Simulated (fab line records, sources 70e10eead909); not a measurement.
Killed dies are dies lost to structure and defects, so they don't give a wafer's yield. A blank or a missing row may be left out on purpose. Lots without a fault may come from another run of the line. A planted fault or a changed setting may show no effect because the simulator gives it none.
Chamber matching | flow nand_harc | NHARC_A_CHANNEL_FILL_D1_ALD_02 on ald_hk-02: 4 sister chambers
The step deposits SiO2, target thk 6 nm, pulse time 10 s, ald cycles 60. 8 wafers are shown with their chamber, then 11 later ones without.

WAFERS WITH THEIR CHAMBER
wafer  | chamber | heater_power_w (W) | precursor_pulse_height_rel
L074.4 | 2       | 526                | 1.027
L078.4 | 2       | 505                | 1.005
L082.2 | 3       | 465                | 1.022
L082.5 | 0       | 482                | 1.020
L082.6 | 3       | 459                | 1.026
L085.2 | 0       | 477                | 0.994
L085.6 | 1       | 433                | 1.019
L083.1 | 1       | 430                | 1.015

WAFERS WITHOUT THEIR CHAMBER
wafer  | heater_power_w (W) | precursor_pulse_height_rel
L083.4 | 469                | 0.979
L083.5 | 471                | 0.984
L084.1 | 426                | 0.994
L084.3 | 519                | 0.993
L084.6 | 422                | 1.001
L088.3 | 526                | 1.011
L088.5 | 465                | 0.988
L088.6 | 478                | 1.008
L094.2 | 523                | 0.969
L094.3 | 418                | 1.037
L094.4 | 459                | 0.986

WHICH CHAMBER EACH WENT THROUGH
wafer  | from the rows above          | in truth
L083.4 | can't be placed: 0 or 3      | 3
L083.5 | can't be placed: 0 or 3      | 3
L084.1 | 1                            | 1
L084.3 | 2                            | 2
L084.6 | 1                            | 1
L088.3 | 2                            | 2
L088.5 | can't be placed: 0 or 3      | 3
L088.6 | 0                            | 0
L094.2 | 2                            | 2
L094.3 | 1                            | 1
L094.4 | can't be placed: 0 or 3 or 1 | 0
Placed correctly: 7 of 11. Can't be placed from these rows: 4 (the true chamber is among the candidates in 4). Placed wrongly: 0.
How it was worked out, from the rows above alone: a wafer's distance from a chamber is the root of the sum, over the readings, of the square of ((its reading less the chamber's mean) divided by the reading's scatter). The wafer belongs to the nearest chamber; if the next one is less than 2 further off, it can't be placed. A chamber's mean is the mean of its shown wafers. The scatter: the root of (the sum of the squares of (reading less its chamber's mean) over the shown wafers, divided by (wafers less chambers)).
